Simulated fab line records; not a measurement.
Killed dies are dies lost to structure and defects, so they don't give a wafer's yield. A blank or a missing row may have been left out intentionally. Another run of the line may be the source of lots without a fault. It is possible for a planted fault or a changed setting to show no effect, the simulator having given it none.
Chamber matching    flow nand-harc    NHARC_A_CONTACT_CMP_20 on cmp-01 has 4 sister chambers
The step polishes, t overpolish 30 s, target thk 300 nm. 8 wafers are shown with their chamber, then 7 later ones without.

WAFERS WITH THEIR CHAMBER
wafer   chamber  motor-current-A (A)  time-to-endpoint-s (s)
L075.1  0        10.3                 56
L077.2  3        10.5                 62
L077.6  2        12.3                 61
L079.1  0        10.7                 58
L079.2  3        10.9                 59
L079.6  1        14.6                 57
L084.2  2        13.6                 58
L084.3  1        14.4                 56

WAFERS WHOSE CHAMBER IS MISSING
wafer   motor-current-A (A)  time-to-endpoint-s (s)
L084.6  13.2                 59
L085.1  13.5                 59
L085.3  10.9                 61
L085.6  11.0                 59
L094.3  14.8                 57
L094.4  11.0                 56
L094.5  11.5                 62

EACH ONE'S CHAMBER
wafer   from the rows above           in truth
L084.6  2                             2
L085.1  can't be placed: 2 or 1       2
L085.3  can't be placed: 3 or 0       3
L085.6  can't be placed: 3 or 0       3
L094.3  1                             1
L094.4  can't be placed: 0 or 3       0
L094.5  can't be placed: 3 or 2 or 0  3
Correctly placed: 2 of 7. Not placeable from these rows: 5 (in 5, the candidates include the true chamber). 0 placed wrongly.
How it was worked out, from the rows above alone: a wafer's distance from a chamber is the root of the sum, over the readings, of the square of ((its reading less the chamber's mean) divided by the reading's scatter). The wafer belongs to the nearest chamber; if the next one is less than 2 further off, it can't be placed. The mean given for a chamber averages the wafers shown for that chamber. The scatter is the square root of a quotient: the sum, over the shown wafers, of each reading's squared deviation from its chamber's mean, divided by wafers minus chambers.
